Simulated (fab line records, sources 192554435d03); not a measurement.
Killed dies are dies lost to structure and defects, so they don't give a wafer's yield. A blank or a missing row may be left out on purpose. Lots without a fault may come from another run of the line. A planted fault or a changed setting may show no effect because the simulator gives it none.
A struck lot beside a sound one | flow n5_finfet | 15 steps out of a route of 1938
Sound: wafers L131.1, L131.3, L131.5. Struck: wafer L137.1. (L137.3 of the same lot was not struck and is left out.) The cause comes at the end.
At each step with rows: each side's tool, then ch and its chambers, then its first start. Under that, the readings that differ: sound wafers | struck wafers | difference of the means | sigmas: that difference in standard deviations of wafers without a fault.
alike: readings whose means differ by less than 2 such deviations, and words and numbers that are the same on both sides. not compared: withheld readings, readings that some wafer has no value for, bounds like >300 that may hide the same value, and numbers for which the record gives no deviation and whose values overlap.
The two part at a step that has a row with sigmas, a row that says differs or no value, or rows on one side only. Numbers that don't overlap but have no deviation are shown without sigmas and don't part them. A reading that every wafer of one side lacks parts them only if that side has two wafers or more.

first, 4 steps without rows for these wafers: N5_HKMG_FIN_SOFTBAKE_07 (time 60 s); N5_HKMG_FIN_EXPOSE_09 (exposes mask NWFM); N5_HKMG_FIN_PEB_10 (peb time 60 s); N5_HKMG_FIN_DEVELOP_11 (develop time 30 s).
N5_HKMG_FIN_CD_MEAS_12: target cd 92.8 nm.
  sound on cd_sem-01 ch 0, day 5 16:52; struck on cd_sem-01 ch 0, day 7 00:52
  reading    | sound          | struck | difference | sigmas
  cd_nm (nm) | 91.8 92.1 92.1 | 93.8   | +1.8       | +4
N5_HKMG_FIN_OVL_MEAS_13:
  sound on overlay-01 ch 0, day 5 16:54; struck on overlay-01 ch 0, day 7 00:54
  alike: NWFM_OVL
N5_HKMG_FIN_INSPECT_14: inspects for defects (macro).
  sound on defect_inspect-02, day 5 16:56; struck on defect_inspect-02, day 7 00:56
  alike: raw_defect_count
N5_HKMG_FIN_DESCUM_17: chemistry O2, time 7.9 s.
  sound on rie_diel-01 ch 1,2, day 5 17:04; struck on rie_diel-01 ch 2, day 7 01:35
  alike: drypump_motor_current_A, oes_product_au, rf_vpp_V, showerhead_plenum_p_Torr, throttle_valve_pct
  not compared: rf_hours_counter_h
N5_HKMG_FIN_ETCH_31: etches SiARC in CF4, target depth 45.5 nm, time 75.8 s.
  sound on rie_diel-01 ch 1,2, day 5 17:06; struck on rie_diel-01 ch 2, day 7 01:38
  alike: bias_w, drypump_motor_current_A, etch_rf_on_time_s, oes_product_au, rf_vpp_V, showerhead_plenum_p_Torr, throttle_valve_pct
  not compared: rf_hours_counter_h
N5_HKMG_FIN_ETCH_32: etches SOC in N2/H2, target depth 240 nm, time 300 s.
  sound on rie_diel-01 ch 1,2, day 5 17:10; struck on rie_diel-01 ch 2, day 7 01:41
  alike: bias_w, drypump_motor_current_A, oes_product_au, rf_vpp_V, showerhead_plenum_p_Torr, throttle_valve_pct
  not compared: rf_hours_counter_h
then, 1 step without rows for these wafers: N5_HKMG_FIN_STRIP_33 (strips in N2/H2).
N5_HKMG_FIN_STRIP_34: strips in CF4.
  sound on rie_diel-01 ch 1,2, day 5 17:21; struck on rie_diel-01 ch 2, day 7 01:52
  reading     | sound             | struck | difference | sigmas
  power_w (W) | 300.3 301.4 300.5 | 298.7  | -2.0       | -2
  alike: drypump_motor_current_A, oes_product_au, rf_vpp_V, showerhead_plenum_p_Torr, throttle_valve_pct
  not compared: rf_hours_counter_h
N5_HKMG_FIN_ETCH_35: etches SOC in N2/H2, target depth 215.8 nm, time 243.4 s.
  sound on rie_diel-01 ch 1,2, day 5 17:22; struck on rie_diel-01 ch 2, day 7 01:53
  reading      | sound             | struck | difference | sigmas
  bias_w (W)   | 5.001 5.018 4.993 | 5.316  | +0.312     | +21
  rf_vpp_V (V) | 142.8 141.4 142.4 | 148.5  | +6.3       | +7
  alike: drypump_motor_current_A, oes_product_au, showerhead_plenum_p_Torr, throttle_valve_pct
  not compared: rf_hours_counter_h, model.etch.depth_nm
N5_HKMG_FIN_STRIP_92: strips SOC in N2/H2, time 20 s.
  sound on rie_diel-01 ch 1,2, day 5 17:31; struck on rie_diel-01 ch 2, day 7 02:02
  alike: drypump_motor_current_A, oes_product_au, power_w, rf_vpp_V, showerhead_plenum_p_Torr, throttle_valve_pct
  not compared: rf_hours_counter_h
-- the record jumps here: 5 days lie between the struck wafers' starts before and after (it left off in module HKMG_FIN and takes up again in module BEOL_M4, whose first step shown is number 1111 of the route) --
N5_BEOL_M4_RC_MEAS_101:
  sound on prober-02 ch 0, day 10 15:21; struck on prober-01 ch 0, day 11 23:40
  alike: DIBL_N, DIBL_P, IOFF_N, IOFF_P, ION_N, ION_P, SS_N, SS_P, VT_N, VT_P

WHERE THEY PART
First at N5_HKMG_FIN_CD_MEAS_12; last, within this record, at N5_HKMG_FIN_ETCH_35. Later steps at which nothing parts them and some readings are alike: N5_HKMG_FIN_STRIP_92, N5_BEOL_M4_RC_MEAS_101.

WHY: what the simulator had put in
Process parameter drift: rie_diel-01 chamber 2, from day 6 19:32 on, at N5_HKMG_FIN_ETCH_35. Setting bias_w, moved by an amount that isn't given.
